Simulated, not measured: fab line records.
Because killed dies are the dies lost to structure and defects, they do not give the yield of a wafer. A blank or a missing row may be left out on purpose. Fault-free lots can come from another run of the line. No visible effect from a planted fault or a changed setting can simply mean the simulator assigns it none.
Chamber matching    flow n5_finfet    N5_BEOL_M3_STRIP_36 on rie_diel-02: 4 sister chambers
The step strips in N2/H2. 18 wafers are shown with their chamber, then 9 later ones without.

## WAFERS, EACH WITH ITS CHAMBER
wafer   chamber  showerhead_plenum_p_Torr (Torr)  throttle_valve_pct (%)  oes_product_au (a.u.)
L075.1  1        2.70                             23.75                   0.90
L075.4  0        2.56                             23.04                   0.82
L075.5  2        2.58                             23.59                   0.83
L079.4  2        2.58                             23.62                   0.82
L079.5  1        2.70                             23.71                   0.90
L079.6  0        2.56                             23.04                   0.81
L081.1  1        2.70                             23.76                   0.87
L081.4  3        2.47                             23.31                   0.82
L081.5  1        2.70                             23.74                   0.88
L080.2  2        2.57                             23.64                   0.81
L080.3  1        2.69                             23.73                   0.87
L080.6  1        2.69                             23.74                   0.86
L083.1  1        2.69                             23.77                   0.86
L083.4  0        2.55                             23.06                   0.80
L083.6  3        2.47                             23.36                   0.82
L086.1  1        2.69                             23.74                   0.85
L086.4  2        2.57                             23.68                   0.82
L086.5  2        2.57                             23.63                   0.80

SIGNATURES, as means of the wafers listed above
reading                   chamber 0  chamber 1  chamber 2  chamber 3  scatter within a chamber
showerhead_plenum_p_Torr  2.5567     2.6950     2.5740     2.4700     0.00526
throttle_valve_pct        23.0467    23.7425    23.6320    23.3350    0.0241
oes_product_au            0.8100     0.8738     0.8160     0.8200     0.0149
Rule: distance of a wafer from a chamber = root of the sum over the readings of ((wafer's reading minus chamber's mean) / reading's scatter) squared. The wafer belongs to the nearest chamber; if the next one is less than 2 further off, it can't be placed. The scatter is the square root of a quotient: the sum, over the shown wafers, of each reading's squared deviation from its chamber's mean, divided by wafers minus chambers.

## WAFERS MISSING THEIR CHAMBER
wafer   showerhead_plenum_p_Torr (Torr)  throttle_valve_pct (%)  oes_product_au (a.u.)
L088.1  2.46                             23.31                   0.82
L088.4  2.55                             23.08                   0.80
L088.6  2.69                             23.75                   0.86
L091.2  2.55                             23.08                   0.79
L091.3  2.56                             23.65                   0.81
L091.4  2.69                             23.75                   0.83
L093.2  2.55                             23.08                   0.79
L093.3  2.46                             23.34                   0.81
L093.4  2.69                             23.76                   0.84

## THE CHAMBER EACH PASSED THROUGH
wafer   from the rows above  in truth
L088.1  3                    3
L088.4  0                    0
L088.6  1                    1
L091.2  0                    0
L091.3  2                    2
L091.4  1                    1
L093.2  0                    0
L093.3  3                    3
L093.4  1                    1
9 of 9 placed correctly. From these rows, 0 cannot be placed. Number placed wrongly: 0.
